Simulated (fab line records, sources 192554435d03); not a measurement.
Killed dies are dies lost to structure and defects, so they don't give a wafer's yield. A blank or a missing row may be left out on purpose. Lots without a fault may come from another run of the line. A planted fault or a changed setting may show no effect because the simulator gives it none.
A struck lot beside a sound one | flow n5_finfet | 28 steps out of a route of 1938
Sound: wafers L623.2, L623.4, L623.5. Struck: wafer L636.2. (L636.3, L636.4 of the same lot were not struck and are left out.) The cause comes at the end.
At each step with rows: each side's tool, then ch and its chambers, then its first start. Under that, the readings that differ: sound wafers | struck wafers | difference of the means | sigmas: that difference in standard deviations of wafers without a fault.
alike: readings whose means differ by less than 2 such deviations, and words and numbers that are the same on both sides. not compared: withheld readings, readings that some wafer has no value for, bounds like >300 that may hide the same value, and numbers for which the record gives no deviation and whose values overlap.
The two part at a step that has a row with sigmas, a row that says differs or no value, or rows on one side only. Numbers that don't overlap but have no deviation are shown without sigmas and don't part them. A reading that every wafer of one side lacks parts them only if that side has two wafers or more.

first, 5 steps without rows for these wafers: N5_BEOL_M12_SOFTBAKE_23 (time 60 s); N5_BEOL_M12_EXPOSE_25 (exposes mask M12); N5_BEOL_M12_PEB_26 (peb time 90 s); N5_BEOL_M12_DEVELOP_27 (develop time 45 s); N5_BEOL_M12_HARDBAKE_32 (time 120 s).
N5_BEOL_M12_CD_MEAS_28: target cd 160.2 nm.
  sound on cd_sem-02 ch 0, day 11 21:28; struck on cd_sem-02 ch 0, day 14 23:11
  alike: cd_nm
N5_BEOL_M12_OVL_MEAS_29:
  sound on overlay-01 ch 0, day 11 21:29; struck on overlay-01 ch 0, day 14 23:13
  alike: M12_OVL
N5_BEOL_M12_INSPECT_30: inspects for defects (macro).
  sound on defect_inspect-01, day 11 21:31; struck on defect_inspect-01, day 14 23:14
  alike: raw_defect_count
then, 1 step without rows for these wafers: N5_BEOL_M12_DESCUM_33 (chemistry O2, time 7.9 s).
N5_BEOL_M12_ETCH_67: etches SiARC in CF4, target depth 143 nm, time 238.3 s.
  sound on rie_diel-06 ch 1,2, day 11 21:37; struck on rie_diel-01 ch 1, day 14 23:19
  reading                         | sound             | struck | difference | sigmas
  bias_w (W)                      | 35.83 35.88 35.84 | 36.27  | +0.42      | +4
  showerhead_plenum_p_Torr (Torr) | 2.10 2.19 2.10    | 2.28   | +0.15      | +2
  alike: drypump_motor_current_A, etch_rf_on_time_s, oes_product_au, rf_vpp_V, throttle_valve_pct
  not compared: rf_hours_counter_h
N5_BEOL_M12_ETCH_68: etches SOC in N2/H2, time 285 s.
  sound on rie_diel-06 ch 1,2, day 11 21:46; struck on rie_diel-01 ch 1, day 14 23:28
  reading      | sound             | struck | difference | sigmas
  rf_vpp_V (V) | 522.1 525.0 521.9 | 529.5  | +6.5       | +2
  alike: bias_w, drypump_motor_current_A, oes_product_au, showerhead_plenum_p_Torr, throttle_valve_pct
  not compared: rf_hours_counter_h
then, 1 step without rows for these wafers: N5_BEOL_M12_STRIP_69 (strips in N2/H2).
N5_BEOL_M12_TRENCH_ETCH_34: etches SiOC in C4F8/O2/Ar, target depth 318.95 nm, time 125.5 s.
  sound on rie_diel-06 ch 1,2, day 11 21:57; struck on rie_diel-01 ch 1, day 14 23:38
  reading                         | sound             | struck | difference | sigmas
  showerhead_plenum_p_Torr (Torr) | 3.36 3.50 3.36    | 3.64   | +0.23      | +2
  model.etch.depth_nm (nm)        | 324.3 316.7 326.5 | 307.8  | -14.7      |
  alike: drypump_motor_current_A, oes_product_au, rf_vpp_V, throttle_valve_pct
  not compared: bias_w, rf_hours_counter_h
then, 1 step without rows for these wafers: N5_BEOL_M12_STRIP_70 (strips in C4F8/O2/Ar).
N5_BEOL_M12_OCD_MEAS_35:
  sound on ocd-02, day 11 22:07; struck on ocd-02, day 14 23:48
  reading              | sound       | struck | difference | sigmas
  trench_depth_nm (nm) | 325 316 327 | 308    | -15        | -3
then, 1 step without rows for these wafers: N5_BEOL_M12_STRIP_37 (strips in N2/H2).
N5_BEOL_M12_ETCH_38: etches SiCN in CF4/N2, target depth 68.7 nm, time 73.4 s.
  sound on rie_diel-01 ch 0,3, day 11 22:17; struck on rie_diel-03 ch 1, day 15 02:08
  reading                     | sound       | struck | difference | sigmas
  drypump_motor_current_A (A) | 6.4 6.6 6.6 | 5.4    | -1.1       | -2
  alike: bias_w, oes_product_au, rf_vpp_V, showerhead_plenum_p_Torr, throttle_valve_pct
  not compared: rf_hours_counter_h
then, 2 steps without rows for these wafers: N5_BEOL_M12_PRECLEAN_39 (cleans in residue remover, time 60 s); N5_BEOL_M12_SRD_40 (time 30 s, dry time 30 s).
N5_BEOL_M12_DEGAS_41: time 60 s.
  sound on pvd_sputter-02, day 11 23:03; struck on pvd_sputter-02, day 15 02:42
  alike: heater_power_w
then, 3 steps without rows for these wafers: N5_BEOL_M12_PRE_CLEAN_42 (time 30 s); N5_BEOL_M12_SPUTTER_43 (material TaN, target thk 15 nm, time 24.19 s); N5_BEOL_M12_SPUTTER_44 (material Ta, target thk 10 nm, time 16.13 s).
N5_BEOL_M12_SPUTTER_45: material Cu, target thk 80 nm, time 13.33 s.
  sound on pvd_sputter-02, day 11 23:17; struck on pvd_sputter-02, day 15 02:56
  alike: throttle_valve_pct
then, 2 steps without rows for these wafers: N5_BEOL_M12_ECD_47 (material Cu, target thk 720 nm); N5_BEOL_M12_ANNEAL_48 (time 90 s).
N5_BEOL_M12_CMP_49: polishes, stops on SiOC, t overpolish 20.6 s, target thk 320 nm.
  sound on cmp-03 ch 0,1, day 11 23:53; struck on cmp-03 ch 2, day 15 03:30
  reading                                 | sound             | struck | difference | sigmas
  barrier_field_endpoint_s (s)            | 30.6 30.6 29.9    | 32.6   | +2.2       | +3
  motor_current_A (A)                     | 5.6 6.5 6.2       | 4.8    | -1.3       | -2
  model.Cu_of_BEOL_M12_ECD_47.thk_nm (nm) | 326.2 316.2 326.2 | 309    | -14        |
  alike: overpolish_run_s, platen_rpm
N5_BEOL_M12_THK_MEAS_50: measures by xrf.
  sound on film_metro-01, day 12 00:09; struck on film_metro-02, day 15 03:47
  reading      | sound       | struck | difference | sigmas
  M12_THK (nm) | 317 306 316 | 300    | -13        | -2

WHERE THEY PART
First at N5_BEOL_M12_ETCH_67; last, within this record, at N5_BEOL_M12_THK_MEAS_50.

WHY: what the simulator had put in
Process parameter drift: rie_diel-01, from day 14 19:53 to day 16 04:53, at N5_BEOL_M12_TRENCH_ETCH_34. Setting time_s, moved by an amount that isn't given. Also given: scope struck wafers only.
